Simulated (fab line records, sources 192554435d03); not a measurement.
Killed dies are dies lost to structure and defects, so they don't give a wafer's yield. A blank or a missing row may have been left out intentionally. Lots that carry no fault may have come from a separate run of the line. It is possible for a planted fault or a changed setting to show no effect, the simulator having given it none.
Split-lot trial / flow n5Finfet / route with 1938 steps; 7 lots, 21 wafers read

## THE SPLIT
At N5_BEOL_M14_PEB_26 (peb time 90 s), the setting pebTempC was moved away from the recipe's 130 C on 8 of the 21 wafers read, by -2.0% to +2.8%. For the rest of the wafers, this setting stayed at what the recipe calls for.

## FROM THE SPLIT TO THE READING: what the file shows between them, 2 steps
- N5_BEOL_M14_DEVELOP_27: develop time 45 s
- N5_BEOL_M14_HARDBAKE_32: time 120 s

## THE READING
cdNm, in nm, at N5_BEOL_M14_CD_MEAS_28 (target cd 284.4 nm). On this fab line, fault-free wafers typically give 284.9 nm with a standard deviation of 1.1 nm.

wafer=L074.1; tool, chamber at the split=lithoTrack-03, 0; pebTempC as run, C=130; against the recipe=recipe; cdNm, nm=285.3; against lot-mates on the recipe=-
wafer=L074.4; tool, chamber at the split=lithoTrack-03, 0; pebTempC as run, C=130; against the recipe=recipe; cdNm, nm=284.9; against lot-mates on the recipe=-
wafer=L074.6; tool, chamber at the split=lithoTrack-03, 0; pebTempC as run, C=128.1; against the recipe=-1.5%; cdNm, nm=277.2; against lot-mates on the recipe=-7.9
wafer=L075.1; tool, chamber at the split=lithoTrack-05, 0; pebTempC as run, C=133.6; against the recipe=+2.8%; cdNm, nm=300.4; against lot-mates on the recipe=no lot-mate on the recipe
wafer=L075.3; tool, chamber at the split=lithoTrack-05, 0; pebTempC as run, C=133.6; against the recipe=+2.8%; cdNm, nm=299.6; against lot-mates on the recipe=no lot-mate on the recipe
wafer=L075.6; tool, chamber at the split=lithoTrack-05, 0; pebTempC as run, C=133.6; against the recipe=+2.8%; cdNm, nm=299.4; against lot-mates on the recipe=no lot-mate on the recipe
wafer=L077.4; tool, chamber at the split=lithoTrack-05, 0; pebTempC as run, C=130; against the recipe=recipe; cdNm, nm=283.2; against lot-mates on the recipe=-
wafer=L077.5; tool, chamber at the split=lithoTrack-05, 0; pebTempC as run, C=127.8; against the recipe=-1.7%; cdNm, nm=271.5; against lot-mates on the recipe=-11.7
wafer=L077.6; tool, chamber at the split=lithoTrack-05, 0; pebTempC as run, C=127.8; against the recipe=-1.7%; cdNm, nm=271.0; against lot-mates on the recipe=-12.2
wafer=L079.3; tool, chamber at the split=lithoTrack-05, 0; pebTempC as run, C=130; against the recipe=recipe; cdNm, nm=284.6; against lot-mates on the recipe=-
wafer=L079.4; tool, chamber at the split=lithoTrack-05, 0; pebTempC as run, C=130; against the recipe=recipe; cdNm, nm=283.8; against lot-mates on the recipe=-
wafer=L079.5; tool, chamber at the split=lithoTrack-05, 0; pebTempC as run, C=130; against the recipe=recipe; cdNm, nm=285.1; against lot-mates on the recipe=-
wafer=L084.1; tool, chamber at the split=lithoTrack-05, 0; pebTempC as run, C=130; against the recipe=recipe; cdNm, nm=285.2; against lot-mates on the recipe=-
wafer=L084.4; tool, chamber at the split=lithoTrack-05, 0; pebTempC as run, C=130; against the recipe=recipe; cdNm, nm=286.0; against lot-mates on the recipe=-
wafer=L084.6; tool, chamber at the split=lithoTrack-05, 0; pebTempC as run, C=130; against the recipe=recipe; cdNm, nm=286.5; against lot-mates on the recipe=-
wafer=L089.3; tool, chamber at the split=lithoTrack-03, 0; pebTempC as run, C=127.4; against the recipe=-2.0%; cdNm, nm=269.8; against lot-mates on the recipe=-12.2
wafer=L089.4; tool, chamber at the split=lithoTrack-03, 0; pebTempC as run, C=130; against the recipe=recipe; cdNm, nm=282.0; against lot-mates on the recipe=-
wafer=L089.5; tool, chamber at the split=lithoTrack-03, 0; pebTempC as run, C=127.4; against the recipe=-2.0%; cdNm, nm=271.1; against lot-mates on the recipe=-10.9
wafer=L091.1; tool, chamber at the split=lithoTrack-05, 0; pebTempC as run, C=130; against the recipe=recipe; cdNm, nm=284.6; against lot-mates on the recipe=-
wafer=L091.2; tool, chamber at the split=lithoTrack-05, 0; pebTempC as run, C=130; against the recipe=recipe; cdNm, nm=284.0; against lot-mates on the recipe=-
wafer=L091.6; tool, chamber at the split=lithoTrack-05, 0; pebTempC as run, C=130; against the recipe=recipe; cdNm, nm=285.5; against lot-mates on the recipe=-

THE FIT
A straight line over all 21 wafers: cdNm changes by +6.14 nm for each +1% of pebTempC; r = +0.98; the points scatter about the line by 1.6 nm.
The same after taking each lot's own level away (the mean of its wafers on the recipe; 18 wafers): +6.18 nm for each +1%; r = +0.99; scatter 0.83 nm.
The reading moves by 17 nm for the largest change in pebTempC, on that fit.
Measured against the standard deviation above, the lots' own levels, which go from 282.00 to 285.90 nm, span 3.5 times it.
Consequently the slope shifts little with the lot-to-lot level, the two slopes agreeing.
Check: for one of the wafers moved furthest among these (-2.0%), held out of the fit, the line's prediction against its lot-mates is -12.4 nm. It came out at -12.2 nm against them.

## FURTHER SPLITS ON THESE WAFERS
Note: prior to the reading, these wafers also went through further splits. Each is held against what the fit with the lots' levels taken away leaves over:
other split on the same wafers=N5_BEOL_M13_DESCUM_33 timeS; wafers away from the commonest value=9; r with cdNm (lot level and that fit taken away)=-0.10

## THE WHOLE CHAIN: every reading that the file lists as answering this split, in the file's order
step=N5_BEOL_M14_CD_MEAS_28; what it does=target cd 284.4 nm; reading=cdNm; change (the file's fit)=+6.1 nm for each +1% of the setting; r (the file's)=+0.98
step=N5_BEOL_M14_DESCUM_33; what it does=chemistry O2, time 7.9 s; reading=BEOL_M14.cdNm (the simulator's own value, which no gauge read); change (the file's fit)=+6.03 nm for each +1% of the setting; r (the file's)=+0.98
step=N5_BEOL_M14_ETCH_68; what it does=etches SOC in N2/H2, time 450 s; reading=BEOL_M14.cdNm (the simulator's own value, which no gauge read); change (the file's fit)=+6.43 nm for each +1% of the setting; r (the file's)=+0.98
step=N5_BEOL_M14_TRENCH_ETCH_34; what it does=etches SiO2 in C4F8/O2/Ar, target depth 556.65 nm, time 126.9 s; reading=BEOL_M14.cdNm (the simulator's own value, which no gauge read); change (the file's fit)=+6.47 nm for each +1% of the setting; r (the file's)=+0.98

## THE FILE'S OWN FIT
cdNm changes by +6.1 nm for each +1% of pebTempC, r = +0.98.
